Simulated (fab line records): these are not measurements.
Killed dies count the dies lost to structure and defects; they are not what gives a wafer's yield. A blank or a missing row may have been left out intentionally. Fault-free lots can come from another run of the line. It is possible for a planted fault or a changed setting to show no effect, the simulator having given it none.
Split-lot study / flow n5Finfet / route with 1938 steps; 7 lots, 21 wafers read

THE SPLIT
At N5_PASSIVATION_PECVD_01 (deposits SiNx from SiH4/NH3/N2, target thk 200 nm, time 43.2 s), the setting timeS was moved away from the recipe's 43.2 s on 8 of the 21 wafers read, by -12.8% to +14.8%. The other wafers ran this setting at the recipe's value.

The split's own step is where the reading is taken.

THE READING
SiNx_of_PASSIVATION_PECVD_01.thkNm (the simulator's own value, which no gauge read), in nm, at N5_PASSIVATION_PECVD_01 (deposits SiNx from SiH4/NH3/N2, target thk 200 nm, time 43.2 s). No usual value for it is given in the file. Across the 13 wafers here that went through the recipe, the average is 201.1 nm and the standard deviation 1.8 nm.

wafer=L074.1; tool, chamber at the split=pecvd-04, 0; timeS as run, s=47.63; against the recipe=+10.3%; SiNx_of_PASSIVATION_PECVD_01.thkNm, nm=220; against lot-mates on the recipe=+15.4
wafer=L074.4; tool, chamber at the split=pecvd-04, 2; timeS as run, s=47.63; against the recipe=+10.3%; SiNx_of_PASSIVATION_PECVD_01.thkNm, nm=221; against lot-mates on the recipe=+16.4
wafer=L074.5; tool, chamber at the split=pecvd-04, 1; timeS as run, s=43.2; against the recipe=recipe; SiNx_of_PASSIVATION_PECVD_01.thkNm, nm=204.6; against lot-mates on the recipe=-
wafer=L076.1; tool, chamber at the split=pecvd-01, 0; timeS as run, s=43.2; against the recipe=recipe; SiNx_of_PASSIVATION_PECVD_01.thkNm, nm=201.4; against lot-mates on the recipe=-
wafer=L076.2; tool, chamber at the split=pecvd-01, 1; timeS as run, s=43.2; against the recipe=recipe; SiNx_of_PASSIVATION_PECVD_01.thkNm, nm=199.8; against lot-mates on the recipe=-
wafer=L076.3; tool, chamber at the split=pecvd-01, 2; timeS as run, s=43.2; against the recipe=recipe; SiNx_of_PASSIVATION_PECVD_01.thkNm, nm=201.2; against lot-mates on the recipe=-
wafer=L078.2; tool, chamber at the split=pecvd-04, 0; timeS as run, s=43.2; against the recipe=recipe; SiNx_of_PASSIVATION_PECVD_01.thkNm, nm=198.4; against lot-mates on the recipe=-
wafer=L078.3; tool, chamber at the split=pecvd-04, 0; timeS as run, s=43.2; against the recipe=recipe; SiNx_of_PASSIVATION_PECVD_01.thkNm, nm=204; against lot-mates on the recipe=-
wafer=L078.6; tool, chamber at the split=pecvd-04, 1; timeS as run, s=43.2; against the recipe=recipe; SiNx_of_PASSIVATION_PECVD_01.thkNm, nm=200.8; against lot-mates on the recipe=-
wafer=L077.1; tool, chamber at the split=pecvd-04, 2; timeS as run, s=38.48; against the recipe=-10.9%; SiNx_of_PASSIVATION_PECVD_01.thkNm, nm=176.2; against lot-mates on the recipe=-25.4
wafer=L077.3; tool, chamber at the split=pecvd-04, 1; timeS as run, s=38.48; against the recipe=-10.9%; SiNx_of_PASSIVATION_PECVD_01.thkNm, nm=177.8; against lot-mates on the recipe=-23.8
wafer=L077.6; tool, chamber at the split=pecvd-04, 2; timeS as run, s=43.2; against the recipe=recipe; SiNx_of_PASSIVATION_PECVD_01.thkNm, nm=201.6; against lot-mates on the recipe=-
wafer=L081.1; tool, chamber at the split=pecvd-03, 0; timeS as run, s=43.2; against the recipe=recipe; SiNx_of_PASSIVATION_PECVD_01.thkNm, nm=198.4; against lot-mates on the recipe=-
wafer=L081.3; tool, chamber at the split=pecvd-03, 1; timeS as run, s=49.6; against the recipe=+14.8%; SiNx_of_PASSIVATION_PECVD_01.thkNm, nm=228.2; against lot-mates on the recipe=+28.5
wafer=L081.4; tool, chamber at the split=pecvd-03, 0; timeS as run, s=43.2; against the recipe=recipe; SiNx_of_PASSIVATION_PECVD_01.thkNm, nm=201; against lot-mates on the recipe=-
wafer=L085.1; tool, chamber at the split=pecvd-03, 1; timeS as run, s=43.2; against the recipe=recipe; SiNx_of_PASSIVATION_PECVD_01.thkNm, nm=200; against lot-mates on the recipe=-
wafer=L085.4; tool, chamber at the split=pecvd-03, 1; timeS as run, s=37.67; against the recipe=-12.8%; SiNx_of_PASSIVATION_PECVD_01.thkNm, nm=177.8; against lot-mates on the recipe=-23.7
wafer=L085.5; tool, chamber at the split=pecvd-03, 2; timeS as run, s=43.2; against the recipe=recipe; SiNx_of_PASSIVATION_PECVD_01.thkNm, nm=203; against lot-mates on the recipe=-
wafer=L088.1; tool, chamber at the split=pecvd-01, 2; timeS as run, s=43.2; against the recipe=recipe; SiNx_of_PASSIVATION_PECVD_01.thkNm, nm=200.6; against lot-mates on the recipe=-
wafer=L088.2; tool, chamber at the split=pecvd-01, 0; timeS as run, s=46.7; against the recipe=+8.1%; SiNx_of_PASSIVATION_PECVD_01.thkNm, nm=216.4; against lot-mates on the recipe=+15.8
wafer=L088.3; tool, chamber at the split=pecvd-01, 1; timeS as run, s=46.7; against the recipe=+8.1%; SiNx_of_PASSIVATION_PECVD_01.thkNm, nm=217.2; against lot-mates on the recipe=+16.6

THE FIT
A straight line over all 21 wafers: SiNx_of_PASSIVATION_PECVD_01.thkNm changes by +1.96 nm for each +1% of timeS; r = +0.99; the points scatter about the line by 1.8 nm.
The same after taking each lot's own level away (the mean of its wafers on the recipe; 21 wafers): +1.93 nm for each +1%; r = +0.99; scatter 2 nm.
On that fit, the largest move of timeS shifts the reading by 29 nm.
Across the lots, their own levels run from 199.70 to 204.60 nm, a range of 2.7 times the standard deviation given above.
Consequently the slope shifts little with the lot-to-lot level, the two slopes agreeing.
Check: +27.9 nm against its lot-mates is what the line predicts for one of the wafers moved furthest among these (+14.8%) when that wafer is left out of the fit. Against them it came out at +28.5 nm.

OTHER SPLITS ON THESE WAFERS
Before the reading, these wafers also passed through other splits. Each is held against what the fit with the lots' levels taken away leaves over:
other split on the same wafers=N5_BEOL_M14_TRENCH_ETCH_34 biasW; wafers away from the commonest value=6; r with SiNx_of_PASSIVATION_PECVD_01.thkNm (lot level and that fit taken away)=+0.16
other split on the same wafers=N5_BEOL_M14_SPUTTER_43 powerW; wafers away from the commonest value=8; r with SiNx_of_PASSIVATION_PECVD_01.thkNm (lot level and that fit taken away)=-0.19
other split on the same wafers=N5_BEOL_M15_ETCH_61 timeS; wafers away from the commonest value=5; r with SiNx_of_PASSIVATION_PECVD_01.thkNm (lot level and that fit taken away)=+0.32
other split on the same wafers=N5_BEOL_M15_TRENCH_ETCH_34 timeS; wafers away from the commonest value=6; r with SiNx_of_PASSIVATION_PECVD_01.thkNm (lot level and that fit taken away)=-0.28

FILE'S OWN FIT
SiNx_of_PASSIVATION_PECVD_01.thkNm changes by +1.91 nm for each +1% of timeS, r = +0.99.
